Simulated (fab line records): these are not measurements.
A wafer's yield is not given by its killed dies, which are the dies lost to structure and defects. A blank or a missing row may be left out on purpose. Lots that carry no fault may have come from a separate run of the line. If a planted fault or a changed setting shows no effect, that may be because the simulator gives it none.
Split-lot trial :: flow n5 finfet :: 21 wafers read across 7 lots, on a route 1938 steps long

## ON THE SPLIT
At N5_HKMG_FIN_ETCH_55 (etches SOC in N2/H2, target depth 240 nm, time 300 s), the setting bias w was moved away from the recipe's 150 W on 7 of the 21 wafers read, by -9.7% to +11.9%. This setting was run at the recipe's value on the other wafers.

Reading taken at the split's own step.

## THE READING
rf vpp V, in V, at N5_HKMG_FIN_ETCH_55 (etches SOC in N2/H2, target depth 240 nm, time 300 s). On this fab line, fault-free wafers typically give 523.6 V with a standard deviation of 2.3 V.

wafer: L076.2
tool, chamber at the split: rie diel-01, 3
bias w as run, W: 150
against the recipe: recipe
rf vpp V, V: 526.5
against lot-mates on the recipe: -

wafer: L076.4
tool, chamber at the split: rie diel-01, 0
bias w as run, W: 150
against the recipe: recipe
rf vpp V, V: 522.8
against lot-mates on the recipe: -

wafer: L076.5
tool, chamber at the split: rie diel-01, 3
bias w as run, W: 150
against the recipe: recipe
rf vpp V, V: 526.3
against lot-mates on the recipe: -

wafer: L079.1
tool, chamber at the split: rie diel-02, 1
bias w as run, W: 135.5
against the recipe: -9.7%
rf vpp V, V: 495.4
against lot-mates on the recipe: -31.0

wafer: L079.2
tool, chamber at the split: rie diel-02, 3
bias w as run, W: 150
against the recipe: recipe
rf vpp V, V: 526.4
against lot-mates on the recipe: -

wafer: L079.4
tool, chamber at the split: rie diel-02, 0
bias w as run, W: 135.5
against the recipe: -9.7%
rf vpp V, V: 490.3
against lot-mates on the recipe: -36.1

wafer: L083.3
tool, chamber at the split: rie diel-05, 1
bias w as run, W: 150
against the recipe: recipe
rf vpp V, V: 521.8
against lot-mates on the recipe: -

wafer: L083.4
tool, chamber at the split: rie diel-05, 3
bias w as run, W: 164.9
against the recipe: +9.9%
rf vpp V, V: 552.0
against lot-mates on the recipe: +30.2

wafer: L083.5
tool, chamber at the split: rie diel-05, 0
bias w as run, W: 164.9
against the recipe: +9.9%
rf vpp V, V: 556.4
against lot-mates on the recipe: +34.6

wafer: L088.1
tool, chamber at the split: rie diel-01, 2
bias w as run, W: 150
against the recipe: recipe
rf vpp V, V: 523.9
against lot-mates on the recipe: -

wafer: L088.4
tool, chamber at the split: rie diel-01, 0
bias w as run, W: 150
against the recipe: recipe
rf vpp V, V: 523.2
against lot-mates on the recipe: -

wafer: L088.5
tool, chamber at the split: rie diel-01, 0
bias w as run, W: 150
against the recipe: recipe
rf vpp V, V: 523.6
against lot-mates on the recipe: -

wafer: L089.1
tool, chamber at the split: rie diel-01, 3
bias w as run, W: 140.2
against the recipe: -6.5%
rf vpp V, V: 503.6
against lot-mates on the recipe: -19.8

wafer: L089.2
tool, chamber at the split: rie diel-01, 0
bias w as run, W: 150
against the recipe: recipe
rf vpp V, V: 523.4
against lot-mates on the recipe: -

wafer: L089.4
tool, chamber at the split: rie diel-01, 2
bias w as run, W: 140.2
against the recipe: -6.5%
rf vpp V, V: 502.3
against lot-mates on the recipe: -21.1

wafer: L090.1
tool, chamber at the split: rie diel-05, 3
bias w as run, W: 150
against the recipe: recipe
rf vpp V, V: 520.6
against lot-mates on the recipe: -

wafer: L090.2
tool, chamber at the split: rie diel-05, 2
bias w as run, W: 150
against the recipe: recipe
rf vpp V, V: 521.7
against lot-mates on the recipe: -

wafer: L090.5
tool, chamber at the split: rie diel-05, 1
bias w as run, W: 150
against the recipe: recipe
rf vpp V, V: 523.0
against lot-mates on the recipe: -

wafer: L092.1
tool, chamber at the split: rie diel-01, 1
bias w as run, W: 167.8
against the recipe: +11.9%
rf vpp V, V: 559.1
against lot-mates on the recipe: +35.1

wafer: L092.3
tool, chamber at the split: rie diel-01, 2
bias w as run, W: 150
against the recipe: recipe
rf vpp V, V: 524.6
against lot-mates on the recipe: -

wafer: L092.4
tool, chamber at the split: rie diel-01, 0
bias w as run, W: 150
against the recipe: recipe
rf vpp V, V: 523.4
against lot-mates on the recipe: -

THE FIT
A straight line over all 21 wafers: rf vpp V changes by +3.1 V for each +1% of bias w; r = +0.99; the points scatter about the line by 1.9 V.
The same after taking each lot's own level away (the mean of its wafers on the recipe; 21 wafers): +3.24 V for each +1%; r = +1.00; scatter 1.7 V.
Per that fit: largest bias w move, reading shift of 38 V.
The lots' own levels span 521.77 to 526.40 V, that is 2.0 times the standard deviation above.
Consequently the slope shifts little with the lot-to-lot level, the two slopes agreeing.
Check: for one of the wafers moved furthest among these (+11.9%), held out of the fit, the line's prediction against its lot-mates is +39.3 V. Against them it came out at +35.1 V.
Tool readings at the split's step, against how far the setting was moved: rf vpp V r = +0.99.

## OTHER SPLITS APPLIED TO THESE WAFERS
Note: prior to the reading, these wafers also went through further splits. Each is held against what the fit with the lots' levels taken away leaves over:
other split on the same wafers: N5_WELL_APT_EXPOSE_05 dose mj
wafers away from the commonest value: 6
r with rf vpp V (lot level and that fit taken away): +0.07

other split on the same wafers: N5_WELL_APT_PEB_06 peb time s
wafers away from the commonest value: 9
r with rf vpp V (lot level and that fit taken away): -0.07

other split on the same wafers: N5_FIN_SAQP_ETCH_69 target depth a
wafers away from the commonest value: 7
r with rf vpp V (lot level and that fit taken away): -0.10

other split on the same wafers: N5_DUMMY_GATE_HM_DEP_06 time s
wafers away from the commonest value: 18
r with rf vpp V (lot level and that fit taken away): +0.05

other split on the same wafers: N5_SD_EPI_N_EXPOSE_06 dose mj
wafers away from the commonest value: 5
r with rf vpp V (lot level and that fit taken away): -0.23

other split on the same wafers: N5_SD_EPI_N_PEB_07 peb time s
wafers away from the commonest value: 7
r with rf vpp V (lot level and that fit taken away): +0.07

other split on the same wafers: N5_ILD0_CMP_03 down force psi
wafers away from the commonest value: 7
r with rf vpp V (lot level and that fit taken away): -0.03

## THE WHOLE CHAIN: every reading that the file lists as answering this split, in the file's order
step: N5_HKMG_FIN_ETCH_55
what it does: etches SOC in N2/H2, target depth 240 nm, time 300 s
reading: rf vpp V
change (the file's fit): +3.18 V for each +1% of the setting
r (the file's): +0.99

step: N5_HKMG_FIN_ETCH_55
what it does: etches SOC in N2/H2, target depth 240 nm, time 300 s
reading: HKMG_FIN.feature depth nm (the simulator's own value, which no gauge read)
change (the file's fit): +1.22 nm for each +1% of the setting
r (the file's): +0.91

step: N5_HKMG_FIN_ETCH_55
what it does: etches SOC in N2/H2, target depth 240 nm, time 300 s
reading: etch.depth nm (the simulator's own value, which no gauge read)
change (the file's fit): +1.21 nm for each +1% of the setting
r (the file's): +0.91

step: N5_HKMG_FIN_ETCH_55
what it does: etches SOC in N2/H2, target depth 240 nm, time 300 s
reading: SiARC_of_HKMG_FIN_COAT_42.thk nm (the simulator's own value, which no gauge read)
change (the file's fit): -0.174 nm for each +1% of the setting
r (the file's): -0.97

## FILE'S OWN FIT
rf vpp V changes by +3.18 V for each +1% of bias w, r = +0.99.
